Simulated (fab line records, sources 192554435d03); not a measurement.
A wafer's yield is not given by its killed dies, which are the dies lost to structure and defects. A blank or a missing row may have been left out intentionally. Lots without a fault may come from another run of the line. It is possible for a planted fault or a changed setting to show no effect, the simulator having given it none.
Lot-split experiment ; flow n5Finfet ; route with 1938 steps; 7 lots, 39 wafers read

ABOUT THE SPLIT
At N5_GATE_CUT_DESCUM_18 (chemistry O2, time 7 s), the setting timeS was moved away from the recipe's 7 s on 9 of the 39 wafers read, by -58.6% to +34.5%. This setting was run at the recipe's value on the other wafers.

FROM THE SPLIT ON TO THE READING: in between, the file shows 1 step
- N5_GATE_CUT_ETCH_28: etches underlayer in N2/H2, target depth 13 nm, time 10.4 s

THE READING
CAR-EUV_of_GATE_CUT_COAT_07.thkNm (the simulator's own value, which no gauge read), in nm, at N5_GATE_CUT_ETCH_36 (etches SiARC in CF4, target depth 13 nm, time 21.7 s). The file does not state a usual value for it. Average 7.0 nm, standard deviation 0.14 nm, over the 30 wafers here run with the recipe.

wafer;tool, chamber at the split;timeS as run, s;against the recipe;CAR-EUV_of_GATE_CUT_COAT_07.thkNm, nm;against lot-mates on the recipe
L077.1;rieDiel-02, 3,2,0,1,1,0;7;recipe;7;-
L077.2;rieDiel-02, 3,2,0,1,1,0;7;recipe;7;-
L077.3;rieDiel-02, 3,2,0,1,1,0;7;recipe;7;-
L077.5;rieDiel-02, 3,2,0,1,1,0;7;recipe;7;-
L077.6;rieDiel-02, 3,2,0,1,1,0;7;recipe;7;-
L077.4;rieDiel-02, 3,2,0,1,1,0;7;recipe;7.2;-
L080.1;rieDiel-04, 3,2,1,3,2;7;recipe;7;-
L080.3;rieDiel-04, 0;7;recipe;7;-
L080.4;rieDiel-04, 3,2,1,3,2;7;recipe;7;-
L080.5;rieDiel-04, 3,2,1,3,2;7;recipe;7;-
L080.2;rieDiel-04, 3,2,1,3,2;7;recipe;7.2;-
L080.6;rieDiel-04, 3,2,1,3,2;7;recipe;7.2;-
L084.1;rieDiel-04, 1,2,0,0,1;7;recipe;6.8;-
L084.3;rieDiel-04, 1,2,0,0,1;7;recipe;6.8;-
L084.4;rieDiel-04, 1,2,0,0,1;7;recipe;6.8;-
L084.6;rieDiel-04, 1,2,0,0,1;7;recipe;6.8;-
L084.2;rieDiel-04, 1,2,0,0,1;7;recipe;7;-
L084.5;rieDiel-04, 2;7;recipe;7;-
L085.1;rieDiel-02, 1,0,3;7;recipe;7;-
L085.5;rieDiel-02, 1,0,3;7;recipe;7.2;-
L085.6;rieDiel-02, 1,0,3;7;recipe;7.2;-
L087.1;rieDiel-02, 3,0,0;9.415;+34.5%;5.6;-1.3
L087.2;rieDiel-02, 2,1,1;7;recipe;7;-
L087.4;rieDiel-02, 2,1,1;7;recipe;7;-
L087.3;rieDiel-02, 3,0,0;9.415;+34.5%;5.8;-1.1
L087.5;rieDiel-02, 3,0,0;9.415;+34.5%;5.8;-1.1
L087.6;rieDiel-02, 2,1,1;7;recipe;6.8;-
L092.1;rieDiel-06, 0,3,2;2.926;-58.2%;9;+2.0
L092.2;rieDiel-06, 0,3,2;2.926;-58.2%;9.2;+2.2
L092.3;rieDiel-06, 0,3,2;2.926;-58.2%;9.2;+2.2
L092.4;rieDiel-06, 1;7;recipe;7;-
L092.5;rieDiel-06, 2,3;7;recipe;7;-
L092.6;rieDiel-06, 2,3;7;recipe;7;-
L093.1;rieDiel-04, 1;7;recipe;6.8;-
L093.2;rieDiel-04, 2,0;2.901;-58.6%;9;+2.2
L093.6;rieDiel-04, 1;2.901;-58.6%;9;+2.2
L093.3;rieDiel-04, 3;7;recipe;7;-
L093.4;rieDiel-04, 2,0;2.901;-58.6%;8.8;+2.0
L093.5;rieDiel-04, 0;7;recipe;6.6;-
Where a row lists several chambers, the file gives one row for several wafers and doesn't say which wafer went through which chamber.

FIT RESULTS
A straight line over all 39 wafers: CAR-EUV_of_GATE_CUT_COAT_07.thkNm changes by -0.0353 nm for each +1% of timeS; r = -0.99; the points scatter about the line by 0.14 nm.
The same after taking each lot's own level away (the mean of its wafers on the recipe; 39 wafers): -0.0362 nm for each +1%; r = -0.99; scatter 0.099 nm.
According to that fit, moving timeS by its largest amount changes the reading by 2.1 nm.
The lots' own levels span 6.80 to 7.13 nm, that is 2.4 times the standard deviation above.
The two slopes are in agreement: the lot-to-lot level therefore moves the slope only a little.
Check: +2.11 nm against its lot-mates is what the line predicts for one of the wafers moved furthest among these (-58.6%) when that wafer is left out of the fit. It came out at +2.2 nm against them.

THESE WAFERS: OTHER SPLITS
Note: prior to the reading, these wafers also went through further splits. Each is held against what the fit with the lots' levels taken away leaves over:
other split on the same wafers;wafers away from the commonest value;r with CAR-EUV_of_GATE_CUT_COAT_07.thkNm (lot level and that fit taken away)
N5_ZERO_LAYER_DEVELOP_10 developTimeS;18;+0.09
N5_SD_EPI_N_ETCH_16 targetDepthA;12;-0.08
N5_HKMG_FIN_HK_ALD_01 aldCycles;6;+0.00

THE WHOLE CHAIN: every reading that the file lists as answering this split, in the file's order
step;what it does;reading;change (the file's fit);r (the file's)
N5_GATE_CUT_DESCUM_18;chemistry O2, time 7 s;CAR-EUV_of_GATE_CUT_COAT_07.thkNm (the simulator's own value, which no gauge read);-0.0353 nm for each +1% of the setting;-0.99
N5_GATE_CUT_ETCH_36;etches SiARC in CF4, target depth 13 nm, time 21.7 s;CAR-EUV_of_GATE_CUT_COAT_07.thkNm (the simulator's own value, which no gauge read);-0.0363 nm for each +1% of the setting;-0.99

THE FILE'S OWN FIT
CAR-EUV_of_GATE_CUT_COAT_07.thkNm changes by -0.0363 nm for each +1% of timeS, r = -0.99.
